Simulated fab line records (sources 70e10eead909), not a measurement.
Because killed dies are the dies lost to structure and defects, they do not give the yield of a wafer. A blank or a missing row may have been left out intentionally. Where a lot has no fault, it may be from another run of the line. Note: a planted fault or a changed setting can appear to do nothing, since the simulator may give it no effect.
Comparing a struck lot with a sound one :: flow nand_harc :: 18 steps out of a route of 1302
Sound: the wafers L606.4, L606.5, L606.6. Struck: wafers L612.1, L612.2. (L612.3 of the same lot was not struck and is left out.) The cause comes at the end.
Per side, at each step with rows, come the tool, then ch with its chambers, and then its first start. Under that, the readings that differ: sound wafers :: struck wafers :: difference of the means :: sigmas: that difference in standard deviations of wafers without a fault.
alike: readings whose means differ by less than 2 such deviations, and words and numbers that are the same on both sides. not compared: withheld readings, readings that some wafer has no value for, bounds like >300 that may hide the same value, and numbers for which the record gives no deviation and whose values overlap.
Wherever a step has rows on one side only, a row that says differs or no value, or a row with sigmas, the two part there. When numbers do not overlap yet have no deviation, they are printed without sigmas and do not part them. A reading missing from all wafers of one side parts the sides only when that side holds two or more wafers.

NHARC_P_ZERO_WELL_CD_MEAS_24: target cd 720 nm.
  sound on cd_sem-03 ch 0, day 5 06:51; struck on cd_sem-01 ch 0, day 7 18:29
  alike: cd_nm
then, 1 step without rows for these wafers: NHARC_P_ZERO_WELL_HARDBAKE_25 (time 80 s).
NHARC_P_ZERO_WELL_DESCUM_26: chemistry O2, time 3 s.
  sound on rie_diel-04 ch 1,2, day 5 07:01; struck on rie_diel-01 ch 0,2, day 7 18:39
  alike: chamber_pressure_mTorr, drypump_motor_current_A, mfc_ar_sccm, oes_product_au, rf_vpp_V, showerhead_plenum_p_Torr, throttle_valve_pct
  not compared: rf_hours_counter_h
then, 9 steps without rows for these wafers: NHARC_P_ZERO_WELL_IMPLANT_27; NHARC_P_ZERO_WELL_IMPLANT_57; NHARC_P_ZERO_WELL_IMPLANT_58; NHARC_P_ZERO_WELL_STRIP_28 (strips in SPM, time 840 s); NHARC_P_ZERO_WELL_DEHYDRATE_29 (time 120 s); NHARC_P_ZERO_WELL_HMDS_30 (time 30 s); NHARC_P_ZERO_WELL_COAT_31; NHARC_P_ZERO_WELL_SOFTBAKE_32 (time 95 s); NHARC_P_ZERO_WELL_EBR_33.
NHARC_P_ZERO_WELL_EXPOSE_34: exposes mask P PWELL, target cd 720 nm.
  sound on krf_scanner-04 ch 0, day 5 08:14; struck on krf_scanner-04 ch 0, day 7 19:51
  alike: mask
then, 2 steps without rows for these wafers: NHARC_P_ZERO_WELL_PEB_35 (peb time 85 s); NHARC_P_ZERO_WELL_DEVELOP_36 (time 70 s).
NHARC_P_ZERO_WELL_CD_MEAS_37: target cd 720 nm.
  sound on cd_sem-03 ch 0, day 5 08:22; struck on cd_sem-03 ch 0, day 7 20:01
reading: cd_nm (nm)
sound: 719.8 719.6 720.0
struck: 731.0 731.2
difference: +11.3
sigmas: +6
then, 1 step without rows for these wafers: NHARC_P_ZERO_WELL_HARDBAKE_38 (time 80 s).
NHARC_END_SORT_01:
  the record has rows for the sound wafers here (prober-01 ch 0, day 27 23:59) and none for the struck ones

== WHERE THEY PART ==
Earliest at NHARC_P_ZERO_WELL_CD_MEAS_37; latest, in this record, at NHARC_END_SORT_01.

WHY: the cause the simulator had injected
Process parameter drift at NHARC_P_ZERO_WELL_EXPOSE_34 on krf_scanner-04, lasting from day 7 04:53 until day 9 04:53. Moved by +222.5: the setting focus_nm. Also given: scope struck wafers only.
